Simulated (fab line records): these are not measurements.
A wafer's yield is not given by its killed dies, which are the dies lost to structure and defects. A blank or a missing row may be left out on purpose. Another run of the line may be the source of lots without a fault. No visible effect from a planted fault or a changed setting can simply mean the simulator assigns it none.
Split-lot experiment ; flow n5-finfet ; 21 wafers read across 7 lots, on a route 1938 steps long

== SPLIT DETAILS ==
At N5_PASSIVATION_AL_DEP_21 (deposits Al, target thk 2800 nm, time 170 s), the setting time-s was moved away from the recipe's 170 s on 3 of the 21 wafers read, by -5.8% to -4.1%. This setting was run at the recipe's value on the other wafers.

Reading taken at the split's own step.

== THE READING ==
Al_of_PASSIVATION_AL_DEP_21.thk-nm (the simulator's own value, which no gauge read), in nm, at N5_PASSIVATION_AL_DEP_21 (deposits Al, target thk 2800 nm, time 170 s). The file gives no usual value for it. The 18 wafers here that ran the recipe average 2815 nm, standard deviation 32 nm.

wafer;tool, chamber at the split;time-s as run, s;against the recipe;Al_of_PASSIVATION_AL_DEP_21.thk-nm, nm;against lot-mates on the recipe
L080.2;pvd-sputter-02, -;160.2;-5.8%;2580;-155
L080.3;pvd-sputter-02, -;160.2;-5.8%;2585;-150
L080.6;pvd-sputter-02, -;170;recipe;2735;-
L084.1;pvd-sputter-03, -;170;recipe;2798;-
L084.2;pvd-sputter-03, -;170;recipe;2801;-
L084.4;pvd-sputter-03, -;170;recipe;2797;-
L083.4;pvd-sputter-02, -;170;recipe;2800;-
L083.5;pvd-sputter-02, -;170;recipe;2806;-
L083.6;pvd-sputter-02, -;170;recipe;2807;-
L085.1;pvd-sputter-03, -;170;recipe;2832;-
L085.3;pvd-sputter-03, -;170;recipe;2834;-
L085.4;pvd-sputter-03, -;170;recipe;2841;-
L086.1;pvd-sputter-01, -;170;recipe;2800;-
L086.2;pvd-sputter-01, -;170;recipe;2795;-
L086.5;pvd-sputter-01, -;170;recipe;2825;-
L088.3;pvd-sputter-01, -;170;recipe;2775;-
L088.4;pvd-sputter-01, -;170;recipe;2843;-
L088.6;pvd-sputter-01, -;163;-4.1%;2668;-141
L092.2;pvd-sputter-03, -;170;recipe;2871;-
L092.3;pvd-sputter-03, -;170;recipe;2862;-
L092.5;pvd-sputter-03, -;170;recipe;2848;-

FIT RESULTS
A straight line over all 21 wafers: Al_of_PASSIVATION_AL_DEP_21.thk-nm changes by +39.4 nm for each +1% of time-s; r = +0.93; the points scatter about the line by 31 nm.
The same after taking each lot's own level away (the mean of its wafers on the recipe; 21 wafers): +28 nm for each +1%; r = +0.97; scatter 15 nm.
According to that fit, moving time-s by its largest amount changes the reading by 1.6e+02 nm.
Across the lots, their own levels run from 2735.0 to 2860.3 nm, a range of 3.9 times the standard deviation given above.
So the lot-to-lot level changes the slope: the two fits differ.
Check: with one of the wafers moved furthest among these (-5.8%) left out of the fit, the line predicts -166 nm for it against its lot-mates. It came out at -155 nm against them.

== FURTHER SPLITS ON THESE WAFERS ==
Note: prior to the reading, these wafers also went through further splits. Each is held against what the fit with the lots' levels taken away leaves over:
other split on the same wafers;wafers away from the commonest value;r with Al_of_PASSIVATION_AL_DEP_21.thk-nm (lot level and that fit taken away)
N5_BEOL_M13_ETCH_68 time-s;9;+0.17
N5_BEOL_M13_SPUTTER_44 power-w;9;+0.33
N5_BEOL_M14_ETCH_68 time-s;11;+0.05
N5_BEOL_M14_TRENCH_ETCH_34 time-s;5;-0.17
N5_BEOL_M15_PEB_26 peb-temp-c;9;+0.34

== FILE'S OWN FIT ==
Al_of_PASSIVATION_AL_DEP_21.thk-nm changes by +29.1 nm for each +1% of time-s, r = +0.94.
